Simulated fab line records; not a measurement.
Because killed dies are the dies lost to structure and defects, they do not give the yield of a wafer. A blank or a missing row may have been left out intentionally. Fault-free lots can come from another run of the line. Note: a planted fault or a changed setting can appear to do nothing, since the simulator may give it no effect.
Split-lot experiment | flow n5Finfet | route with 1938 steps; 7 lots, 21 wafers read

== ON THE SPLIT ==
At N5_BEOL_M6_COAT_22 (resist thk 30 nm), the setting spinRpm was moved away from the recipe's 1500 rpm on 6 of the 21 wafers read, by -11.1% to +9.1%. The other wafers ran this setting at the recipe's value.

The reading comes from the split's own step.

== THE READING ==
CAR-EUV_of_BEOL_M6_COAT_22.thkNm (the simulator's own value, which no gauge read), in nm, at N5_BEOL_M6_COAT_22 (resist thk 30 nm). No usual value for it is given in the file. Across the 15 wafers here that went through the recipe, the average is 29.9 nm and the standard deviation 0.11 nm.

wafer  | tool, chamber at the split | spinRpm as run, rpm | against the recipe | CAR-EUV_of_BEOL_M6_COAT_22.thkNm, nm | against lot-mates on the recipe
L077.1 | lithoTrack-01, 0           | 1500                | recipe             | 29.8                                 | -
L077.3 | lithoTrack-01, 0           | 1333                | -11.1%             | 31.6                                 | +1.8
L077.4 | lithoTrack-01, 0           | 1333                | -11.1%             | 31.8                                 | +2.0
L081.3 | lithoTrack-01, 0           | 1500                | recipe             | 30.2                                 | -
L081.5 | lithoTrack-01, 0           | 1500                | recipe             | 30                                   | -
L081.6 | lithoTrack-01, 0           | 1500                | recipe             | 30                                   | -
L088.1 | lithoTrack-03, 0           | 1500                | recipe             | 29.8                                 | -
L088.3 | lithoTrack-03, 0           | 1500                | recipe             | 29.8                                 | -
L088.5 | lithoTrack-03, 0           | 1500                | recipe             | 29.8                                 | -
L090.1 | lithoTrack-01, 0           | 1500                | recipe             | 30                                   | -
L090.4 | lithoTrack-01, 0           | 1500                | recipe             | 30                                   | -
L090.5 | lithoTrack-01, 0           | 1500                | recipe             | 30                                   | -
L091.3 | lithoTrack-01, 0           | 1636                | +9.1%              | 28.6                                 | -1.2
L091.4 | lithoTrack-01, 0           | 1636                | +9.1%              | 28.6                                 | -1.2
L091.6 | lithoTrack-01, 0           | 1500                | recipe             | 29.8                                 | -
L095.3 | lithoTrack-03, 0           | 1500                | recipe             | 30                                   | -
L095.4 | lithoTrack-03, 0           | 1500                | recipe             | 30                                   | -
L095.6 | lithoTrack-03, 0           | 1500                | recipe             | 30                                   | -
L096.1 | lithoTrack-03, 0           | 1340                | -10.7%             | 31.8                                 | +1.8
L096.4 | lithoTrack-03, 0           | 1340                | -10.7%             | 31.8                                 | +1.8
L096.5 | lithoTrack-03, 0           | 1500                | recipe             | 30                                   | -

FIT RESULTS
A straight line over all 21 wafers: CAR-EUV_of_BEOL_M6_COAT_22.thkNm changes by -0.16 nm for each +1% of spinRpm; r = -0.99; the points scatter about the line by 0.12 nm.
The same after taking each lot's own level away (the mean of its wafers on the recipe; 21 wafers): -0.158 nm for each +1%; r = -0.99; scatter 0.096 nm.
Per that fit: largest spinRpm move, reading shift of 1.8 nm.
Across the lots, their own levels run from 29.80 to 30.07 nm, a range of 2.3 times the standard deviation given above.
So the lot-to-lot level changes the slope little: the two slopes agree.
Check: for one of the wafers moved furthest among these (-11.1%), held out of the fit, the line's prediction against its lot-mates is +1.81 nm. It came out at +1.8 nm against them.

== THE OTHER SPLITS THESE WAFERS WENT THROUGH ==
Other splits were also applied to these wafers ahead of the reading. Each is held against what the fit with the lots' levels taken away leaves over:
other split on the same wafers  | wafers away from the commonest value | r with CAR-EUV_of_BEOL_M6_COAT_22.thkNm (lot level and that fit taken away)
N5_BEOL_M5_TRENCH_ETCH_37 timeS | 4                                    | +0.20
N5_BEOL_M6_COAT_63 spinRpm      | 10                                   | -0.26

== FILE'S OWN FIT ==
CAR-EUV_of_BEOL_M6_COAT_22.thkNm changes by -0.16 nm for each +1% of spinRpm, r = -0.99.
